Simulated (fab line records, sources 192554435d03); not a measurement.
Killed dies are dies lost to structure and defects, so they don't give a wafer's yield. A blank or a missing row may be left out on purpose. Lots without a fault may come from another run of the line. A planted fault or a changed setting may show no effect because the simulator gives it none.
Which tool did it? | flow n5_finfet | 11 lots, 31 wafers sampled, at 5 steps of a route of 1938

WHAT THE GAUGES READ, wafer by wafer
The record holds no reading of a measuring or inspecting step that can be judged against a usual standard deviation.

WHICH TOOL RAN EACH LOT (tool, then ch and the chambers of the sampled wafers, then the start)
lot  | N5_BEOL_M12_STRIP_63                 | N5_BEOL_M12_DESCUM_33              | N5_BEOL_M12_ETCH_38                | N5_BEOL_M12_PRE_CLEAN_42     | N5_PASSIVATION_PROBE_49
L243 | plasma_asher-01 ch 0, day 11 06:53   | rie_diel-02 ch 0,1, day 11 07:38   | rie_diel-06 ch 1,3, day 11 08:16   | pvd_sputter-01, day 11 08:44 | -
L246 | plasma_asher-01 ch 0,1, day 11 11:18 | rie_diel-02 ch 1,2, day 11 12:20   | rie_diel-06 ch 0,3, day 11 15:10   | pvd_sputter-01, day 11 15:46 | -
L249 | plasma_asher-02 ch 0,1, day 12 12:53 | rie_diel-06 ch 1,2,3, day 12 13:38 | rie_diel-01 ch 0,1,2, day 12 19:36 | pvd_sputter-01, day 12 20:02 | -
L252 | plasma_asher-02 ch 0,1, day 13 06:40 | rie_diel-06 ch 0,2, day 13 07:21   | rie_diel-02 ch 1,2,3, day 13 12:34 | pvd_sputter-01, day 13 13:03 | -
L251 | plasma_asher-02 ch 0,1, day 13 14:40 | rie_diel-02 ch 0,2,3, day 13 15:22 | rie_diel-06 ch 0,1, day 13 16:06   | pvd_sputter-01, day 13 16:23 | -
L256 | plasma_asher-02 ch 0,1, day 14 12:04 | rie_diel-06 ch 0,2,3, day 14 12:51 | rie_diel-02 ch 0,1, day 14 13:36   | pvd_sputter-02, day 14 14:10 | -
L258 | plasma_asher-02 ch 1, day 14 19:31   | rie_diel-02 ch 2,3, day 14 20:26   | rie_diel-02 ch 0,2, day 14 21:37   | pvd_sputter-02, day 15 00:01 | -
L259 | plasma_asher-01 ch 0,1, day 15 06:34 | rie_diel-01 ch 1,2,3, day 15 07:12 | rie_diel-02 ch 0,1, day 15 11:08   | pvd_sputter-02, day 15 11:52 | prober-02, day 17 01:18
L261 | plasma_asher-01 ch 0,1, day 15 14:21 | rie_diel-01 ch 2,3, day 15 15:23   | rie_diel-01 ch 1,2, day 15 17:54   | pvd_sputter-01, day 15 18:23 | -
L262 | plasma_asher-01 ch 0,1, day 16 06:18 | rie_diel-06 ch 0,1,2, day 16 07:23 | rie_diel-01 ch 0,1,2, day 16 10:25 | pvd_sputter-03, day 16 11:04 | -
L263 | plasma_asher-01 ch 0,1, day 16 07:28 | rie_diel-06 ch 0,2,3, day 16 08:04 | rie_diel-01 ch 0,3, day 16 10:36   | pvd_sputter-01, day 16 11:04 | -
- N5_BEOL_M12_STRIP_63: strips in N2/H2.
- N5_BEOL_M12_DESCUM_33: chemistry O2, time 7.9 s.
- N5_BEOL_M12_ETCH_38: etches SiCN in CF4/N2, target depth 68.7 nm, time 73.4 s.
- N5_BEOL_M12_PRE_CLEAN_42: time 30 s.
- N5_PASSIVATION_PROBE_49

WHAT THE TOOLS THEMSELVES READ (means of the sampled wafers that have a number; where no wafer has one, the mark that the record gives instead)
N5_BEOL_M12_STRIP_63. Usual: drypump_motor_current_A 5.6 A, standard deviation 0.46; heater_power_w 355 W, standard deviation 38; oes_product_au 0.693 a.u., standard deviation 0.0044; strip_time_to_endpoint_s 42.8 s, standard deviation 0.76.
lot  | tool            | drypump_motor_current_A (A) | heater_power_w (W) | oes_product_au (a.u.) | strip_time_to_endpoint_s (s) | flag
L243 | plasma_asher-01 | 6.1                         | 331                | 0.694                 | 42.0                         |
L246 | plasma_asher-01 | 5.3                         | 337                | 0.695                 | 43.0                         |
L249 | plasma_asher-02 | 5.8                         | 359                | 0.697                 | 43.7                         |
L252 | plasma_asher-02 | 5.6                         | 394                | 0.694                 | 42.6                         |
L251 | plasma_asher-02 | 5.6                         | 389                | 0.692                 | 42.5                         |
L256 | plasma_asher-02 | 5.8                         | 356                | 0.693                 | 42.4                         |
L258 | plasma_asher-02 | 5.4                         | 422                | 0.690                 | 43.8                         |
L259 | plasma_asher-01 | 5.3                         | 344                | 0.697                 | 42.5                         |
L261 | plasma_asher-01 | 5.5                         | 338                | 0.697                 | 42.0                         |
L262 | plasma_asher-01 | 5.3                         | 339                | 0.694                 | 42.9                         |
L263 | plasma_asher-01 | 5.7                         | 334                | 0.692                 | 42.3                         |

N5_BEOL_M12_DESCUM_33. Usual: drypump_motor_current_A 5.9 A, standard deviation 0.36; oes_product_au 0.83 a.u., standard deviation 0.069; rf_vpp_V 243.3 V, standard deviation 1.2; showerhead_plenum_p_Torr 2.11 Torr, standard deviation 0.057; throttle_valve_pct 20.45 %, standard deviation 0.23.
lot  | tool        | drypump_motor_current_A (A) | oes_product_au (a.u.) | rf_vpp_V (V) | showerhead_plenum_p_Torr (Torr) | throttle_valve_pct (%) | flag
L243 | rie_diel-02 | 5.8                         | 0.79                  | 243.6        | 2.13                            | 20.43                  |
L246 | rie_diel-02 | 6.0                         | 0.80                  | 243.3        | 2.13                            | 20.37                  |
L249 | rie_diel-06 | 5.9                         | 0.78                  | 243.4        | 2.07                            | 20.61                  |
L252 | rie_diel-06 | 5.9                         | 0.83                  | 242.2        | 2.03                            | 20.43                  |
L251 | rie_diel-02 | 5.9                         | 0.82                  | 243.4        | 2.13                            | 20.21                  |
L256 | rie_diel-06 | 5.8                         | 0.88                  | 242.8        | 2.03                            | 20.47                  |
L258 | rie_diel-02 | 5.8                         | 0.80                  | 243.1        | 2.12                            | 20.21                  |
L259 | rie_diel-01 | 5.8                         | 0.86                  | 244.4        | 2.14                            | 20.50                  |
L261 | rie_diel-01 | 5.6                         | 0.86                  | 244.8        | 2.19                            | 20.57                  |
L262 | rie_diel-06 | 6.1                         | 0.81                  | 242.4        | 2.06                            | 20.63                  |
L263 | rie_diel-06 | 5.8                         | 0.85                  | 240.9        | 2.03                            | 20.48                  |

N5_BEOL_M12_ETCH_38. Usual: drypump_motor_current_A 5.8 A, standard deviation 0.34; oes_product_au 0.83 a.u., standard deviation 0.065; rf_vpp_V 382.9 V, standard deviation 1.7; showerhead_plenum_p_Torr 2.23 Torr, standard deviation 0.061; throttle_valve_pct 15.34 %, standard deviation 0.21.
lot  | tool        | drypump_motor_current_A (A) | oes_product_au (a.u.) | rf_vpp_V (V) | showerhead_plenum_p_Torr (Torr) | throttle_valve_pct (%) | flag
L243 | rie_diel-06 | 5.8                         | 0.73                  | 381.9        | 2.20                            | 15.72                  |
L246 | rie_diel-06 | 5.6                         | 0.73                  | 380.8        | 2.17                            | 15.72                  |
L249 | rie_diel-01 | 6.0                         | 0.89                  | 383.1        | 2.24                            | 15.25                  |
L252 | rie_diel-02 | 5.7                         | 0.78                  | 383.2        | 2.24                            | 15.36                  |
L251 | rie_diel-06 | 6.4                         | 0.85                  | 381.9        | 2.20                            | 15.57                  |
L256 | rie_diel-02 | 5.8                         | 0.85                  | 382.7        | 2.23                            | 15.35                  |
L258 | rie_diel-02 | 6.1                         | 1.11                  | 381.7        | 2.21                            | 15.19                  | OFF
L259 | rie_diel-02 | 5.8                         | 1.06                  | 383.5        | 2.23                            | 15.38                  | OFF
L261 | rie_diel-01 | 6.0                         | 0.88                  | 382.1        | 2.19                            | 15.23                  |
L262 | rie_diel-01 | 6.0                         | 0.83                  | 382.5        | 2.23                            | 15.30                  |
L263 | rie_diel-01 | 5.8                         | 0.78                  | 385.2        | 2.31                            | 15.49                  |

N5_BEOL_M12_PRE_CLEAN_42. Usual: heater_power_w 328 W, standard deviation 28.
lot  | tool           | heater_power_w (W) | flag
L243 | pvd_sputter-01 | 351                |
L246 | pvd_sputter-01 | 347                |
L249 | pvd_sputter-01 | 353                |
L252 | pvd_sputter-01 | 350                |
L251 | pvd_sputter-01 | 356                |
L256 | pvd_sputter-02 | 310                |
L258 | pvd_sputter-02 | 320                |
L259 | pvd_sputter-02 | 334                |
L261 | pvd_sputter-01 | 348                |
L262 | pvd_sputter-03 | 289                |
L263 | pvd_sputter-01 | 348                |

N5_PASSIVATION_PROBE_49. Usual: defect_limited_yield 91.2 %, standard deviation 1.3; killed_at_M0_to_M3 34, standard deviation 10; killed_at_M4_up 13, standard deviation 4.6; killed_at_contacts 13, standard deviation 5.5; killed_at_front_end 41, standard deviation 12; killed_at_other 2.8, standard deviation 2.4; killed_dies 104, standard deviation 16; killed_open 67, standard deviation 12; killed_short 33, standard deviation 7.2; sort_bin_4_leakage 0.00 %, standard deviation 0.012; sort_bin_5_function 5.1 %, standard deviation 0.86; sort_bin_6_memory 3.3 %, standard deviation 0.62; sort_n_pass 1076, standard deviation 16; sort_yield_pct 91.2 %, standard deviation 1.3.
lot  | tool      | defect_limited_yield (%) | killed_at_M0_to_M3 | killed_at_M4_up | killed_at_contacts | killed_at_front_end | killed_at_other | killed_dies | killed_open | killed_short | sort_bin_4_leakage (%) | sort_bin_5_function (%) | sort_bin_6_memory (%) | sort_n_pass | sort_yield_pct (%) | flag
L259 | prober-02 | 92.0                     | 35                 | 10              | 11                 | 35                  | 4.0             | 95          | 57          | 33           | 0.00                   | 4.5                     | 3.1                   | 1085        | 92.0               |

THE ANSWER, worked out from the rows above alone
Rule: a lot is off if the mean of its wafers that have a number lies more than 3 standard deviations from the usual mean. A lot without any number at a reading at which 4 lots or more have one is off too. The other lots that the step has rows for count as sound. The gauges are gone through in route order, then the tools' own readings, and for those a lot's mean is taken as printed above. The first step at which some lot is off is used, and at that step the reading that is off furthest; a lot without a number counts as furthest.
Off: L258, L259, at N5_BEOL_M12_ETCH_38 (oes_product_au).
A tool fits if, at that step or a process step before it, it ran every lot that is off, and no sound lot after the first of them. One fits: rie_diel-02 at N5_BEOL_M12_ETCH_38. Its last sound lot is L256 (day 14 13:36), its first lot that is off L258 (day 14 21:37): a fault that began between those two fits.

WHAT THE SIMULATOR HAD PUT IN
Process parameter drift: rie_diel-02, from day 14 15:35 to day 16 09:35, at N5_BEOL_M12_ETCH_38. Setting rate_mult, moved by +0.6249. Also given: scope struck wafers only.
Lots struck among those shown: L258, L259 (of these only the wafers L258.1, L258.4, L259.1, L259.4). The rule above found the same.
